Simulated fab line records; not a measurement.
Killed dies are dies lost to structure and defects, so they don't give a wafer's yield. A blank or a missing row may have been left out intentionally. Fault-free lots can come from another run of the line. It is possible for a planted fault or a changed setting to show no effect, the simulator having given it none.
Problem report in the 8D (eight disciplines) form, filled by code    flow nand harc    the parts of the form that need people (team, actions taken, sign-off) are left out

== 1. PROBLEM STATEMENT ==
At NHARC_A_SLIT_SOFTBAKE_04, heater power total W averages 205.12 W over 3 wafers from 3 lots, while fault-free wafers read 188.45 W, standard deviation 0.12. So: +99 or more standard deviations from the usual mean.
The step: time 55 s.
Seen first at day 15 07:00 on litho track-06, wafer L818.2. At this step, 37 wafers from 13 lots have a number in the record. Rule for "out", or "out of limits": more than 4 standard deviations from the usual mean. All remaining wafers that have a number are taken as sound.

== 2. WHAT IT IS, AND WHAT IT ISN'T ==
question                     is                      is not
which readings at this step  heater power total W    -
which lots                   L818, L822, L823        L815, L816, L825, L827, L828, L831, L833, L834, L835, L836
which wafers of those lots   L818.2, L822.2, L823.6  L818.5, L822.4, L822.5, L823.1
read on which tools          litho track-06          litho track-01, litho track-04
when                         from day 15 07:00       up to then (7 sound wafers); but 27 sound wafers of L822, L823, L825, L827, L828, L831, L833, L834, L835, L836 came after

== 3. WHAT RULES OUT EACH SUSPECT ==
Counting: any tool at a process step up to the reading remains a suspect provided it ran every lot that is out. Sound lots after the first of them don't rule it out here, since some wafers of a struck lot are sound.
- litho track-06 at NHARC_A_SLIT_SOFTBAKE_04 (time 55 s): kept. Every lot that is out went through it, the first being L818 (day 15 07:00); the last sound lot it ran before that was L815 (day 14 17:00). Its own heater power total W readings are out on those wafers.
The count leaves litho track-06 at NHARC_A_SLIT_SOFTBAKE_04.

== 4. THE CAUSE (what the simulator had put in) ==
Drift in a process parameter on litho track-06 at NHARC_A_SLIT_SOFTBAKE_04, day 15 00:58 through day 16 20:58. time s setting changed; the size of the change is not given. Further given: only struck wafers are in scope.
Counting left only this tool.

== 5. THE CHAIN OF EFFECTS, in route order ==
One row per reading whose mean, taken over the struck wafers that have a number, lies over 3 standard deviations from the usual. Only readings whose record carries a usual standard deviation are examined. hours: median over the lots of the time between each lot's start at the first step of this table that gives one and its start at this step. sigmas: the change, counted in usual standard deviations.
hours  step                      reading               usual     on struck wafers  change  sigmas
0      NHARC_A_SLIT_SOFTBAKE_04  heater power total W  188.45 W  205.12            +16.67  +99 or more
Its process steps:
- NHARC_A_SLIT_SOFTBAKE_04: time 55 s.
Readings that are blank on the struck wafers while sound wafers have them: plate temp C at NHARC_A_SLIT_SOFTBAKE_04.

== 6. WHAT WOULD HAVE CAUGHT IT SOONER ==
In this record no reading fell out of limits until day 15 07:00, 6 hours after the fault had begun at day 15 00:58.
